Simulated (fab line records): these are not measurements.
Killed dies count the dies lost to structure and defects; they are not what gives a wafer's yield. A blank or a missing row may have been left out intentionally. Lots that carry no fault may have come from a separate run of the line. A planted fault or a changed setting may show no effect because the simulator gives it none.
A struck lot beside a sound one / flow n5Finfet / 15 out of 1938 route steps
Sound: the wafers L905.2, L905.4, L905.6. Struck: wafer L911.5. (L911.6 of the same lot was not struck and is left out.) The cause comes at the end.
Order at every step that has rows: each side's tool, ch and its chambers, its first start. Under that, the readings that differ: sound wafers / struck wafers / difference of the means / sigmas: that difference in standard deviations of wafers without a fault.
alike: a reading whose means differ by less than 2 such deviations, as well as words and numbers matching on both sides. not compared: withheld readings; readings where some wafer has no value; bounds like >300 that might hide an equal value; numbers whose values overlap and for which the record gives no deviation.
A row with sigmas, a row that says differs or no value, or rows on one side alone: a step with any of these is where the two part. When numbers do not overlap yet have no deviation, they are printed without sigmas and do not part them. Lack of a reading on every wafer of one side parts them only where that side has two or more wafers.

first, 2 steps without rows for these wafers: N5_BEOL_M2_DESCUM_33 (chemistry O2, time 7 s); N5_BEOL_M2_ETCH_77 (etches underlayer in N2/H2, target depth 6.5 nm, time 5.2 s).
N5_BEOL_M2_ETCH_69: etches SiARC in CF4, target depth 15.6 nm, time 26 s.
  sound on rieDiel-06 ch 2,3, day 7 22:59; struck on rieDiel-06 ch 0, day 9 16:37
reading=drypumpMotorCurrentA (A); sound=5.8 6.6 6.6; struck=4.9; difference=-1.4; sigmas=-3
  alike: etchRfOnTimeS, oesProductAu, rfVppV, showerheadPlenumPTorr, throttleValvePct
  not compared: rfHoursCounterH
N5_BEOL_M2_ALD_98: deposits SiO2, target thk 2.5 nm, pulse time 1 s, co reactant pulse time 1 s.
  sound on aldSin-04 ch 0,1,2, day 7 23:04; struck on aldSin-03 ch 3, day 9 16:55
  alike: heaterPowerOuterW, heaterPowerW, precursorPulseHeightRel
then, 1 step without rows for these wafers: N5_BEOL_M2_ETCHBACK_99 (etches SiO2 in CHF3, target depth 5 nm, time 10.4 s).
N5_BEOL_M2_ETCH_70: etches SOC in N2/H2, target depth 80 nm, overetch 24 nm, time 130 s.
  sound on rieDiel-01 ch 1,2, day 8 03:20; struck on rieDiel-01 ch 0, day 9 21:50
  alike: drypumpMotorCurrentA, oesProductAu, rfVppV, showerheadPlenumPTorr, throttleValvePct
  not compared: rfHoursCounterH
then, 4 steps without rows for these wafers: N5_BEOL_M2_STRIP_71 (strips in N2/H2); N5_BEOL_M2_STRIP_78 (strips in N2/H2); N5_BEOL_M2_VIA_ETCH_34 (etches the open film in C4F6/O2, target depth 69.4 nm, time 65.9 s); N5_BEOL_M2_STRIP_83 (strips in C4F6/O2).
N5_BEOL_M2_STRIP_36: strips in N2/H2.
  sound on rieDiel-01 ch 1,2, day 8 03:30; struck on rieDiel-01 ch 0, day 9 21:59
reading=throttleValvePct (%); sound=23.57 23.97 23.94; struck=23.26; difference=-0.57; sigmas=-2
  alike: drypumpMotorCurrentA, oesProductAu, rfVppV, showerheadPlenumPTorr
  not compared: rfHoursCounterH
then, 1 step without rows for these wafers: N5_BEOL_M2_TRENCH_ETCH_37 (etches SiOC in C4F6/O2, target depth 55.555 nm, time 29.2 s).
N5_BEOL_M2_ETCH_41: etches SiCN in CH3F/O2, target depth 29.9 nm, time 52.5 s.
  sound on rieDiel-01 ch 1,2, day 8 03:34; struck on rieDiel-01 ch 0, day 9 22:04
reading=rfVppV (V); sound=297.3 299.2 300.2; struck=295.9; difference=-3.0; sigmas=-2
reading=model.etch.depthNm (nm); sound=20.14 19.48 19.47; struck=16.58; difference=-3.12; sigmas=
  alike: drypumpMotorCurrentA, oesProductAu, showerheadPlenumPTorr, throttleValvePct
  not compared: rfHoursCounterH
N5_BEOL_M2_STRIP_97: strips in N2/H2, time 10 s.
  sound on rieDiel-01 ch 1,2; struck on rieDiel-01 ch 0
reading=throttleValvePct (%); sound=23.59 23.96 23.95; struck=23.26; difference=-0.57; sigmas=-2
  alike: drypumpMotorCurrentA, oesProductAu, rfVppV, showerheadPlenumPTorr
  not compared: rfHoursCounterH
N5_BEOL_M4_RC_MEAS_101:
  sound on prober-02 ch 0, day 9 06:42; struck on prober-01 ch 0, day 11 05:53
  alike: DIBL_N, DIBL_P, IOFF_N, IOFF_P, ION_N, ION_P, SS_N, SS_P, VT_N, VT_P

== WHERE THEY PART ==
At N5_BEOL_M2_ETCH_69 first; at N5_BEOL_M2_STRIP_97 last (within this record only). Later steps at which nothing parts them and some readings are alike: N5_BEOL_M4_RC_MEAS_101.

WHY: what the simulator had put in
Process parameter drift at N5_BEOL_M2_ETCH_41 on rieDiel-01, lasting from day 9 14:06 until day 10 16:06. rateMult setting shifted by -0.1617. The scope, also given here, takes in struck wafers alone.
